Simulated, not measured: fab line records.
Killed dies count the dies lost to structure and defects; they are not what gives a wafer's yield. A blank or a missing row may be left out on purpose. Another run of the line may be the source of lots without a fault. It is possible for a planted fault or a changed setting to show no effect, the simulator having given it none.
Matching of chambers + flow n5 finfet + uv cure-03 running N5_BEOL_M8_CURE_75: 3 sister chambers
The step cures SiCOH lowk, time 120 s. 6 wafers are shown with their chamber, then 8 later ones without.

## WAFERS WITH THEIR CHAMBER
| wafer  | chamber | wafer_temp_C_max | lamp power pct (%) |
|--------|---------|------------------|--------------------|
| L079.4 | 1       | 371.2            | 52.28              |
| L079.6 | 1       | 371.4            | 52.27              |
| L082.5 | 0       | 371.3            | 52.26              |
| L083.4 | 2       | 371.4            | 52.31              |
| L083.5 | 2       | 371.4            | 52.30              |
| L085.1 | 0       | 371.2            | 52.32              |

## WAFERS WITH NO CHAMBER GIVEN
| wafer  | wafer_temp_C_max | lamp power pct (%) |
|--------|------------------|--------------------|
| L085.4 | 372.0            | 52.37              |
| L085.5 | 371.6            | 52.31              |
| L087.1 | 371.0            | 52.34              |
| L087.5 | 371.0            | 52.28              |
| L087.6 | 371.3            | 52.21              |
| L094.1 | 371.7            | 52.34              |
| L094.2 | 371.4            | 52.26              |
| L094.3 | 371.1            | 52.27              |

## CHAMBER TAKEN BY EACH
| wafer  | from the rows above          | in truth |
|--------|------------------------------|----------|
| L085.4 | can't be placed: 2 or 1 or 0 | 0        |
| L085.5 | can't be placed: 2 or 1 or 0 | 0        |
| L087.1 | can't be placed: 0 or 1 or 2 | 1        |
| L087.5 | can't be placed: 0 or 1 or 2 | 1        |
| L087.6 | can't be placed: 1 or 0 or 2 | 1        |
| L094.1 | can't be placed: 2 or 1 or 0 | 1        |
| L094.2 | can't be placed: 1 or 2 or 0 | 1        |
| L094.3 | can't be placed: 0 or 1 or 2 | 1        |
Correct placement for 0 of the 8. These rows do not allow placing 8 (true chamber among the candidates in 8). Wrongly placed: 0.
How it was worked out, from the rows above alone: a wafer's distance from a chamber is the root of the sum, over the readings, of the square of ((its reading less the chamber's mean) divided by the reading's scatter). The wafer belongs to the nearest chamber; if the next one is less than 2 further off, it can't be placed. Each chamber's mean is taken over the wafers shown for it. The scatter: take each reading less its chamber's mean, square it, sum over the shown wafers, divide by the number of wafers less the number of chambers, and take the root.
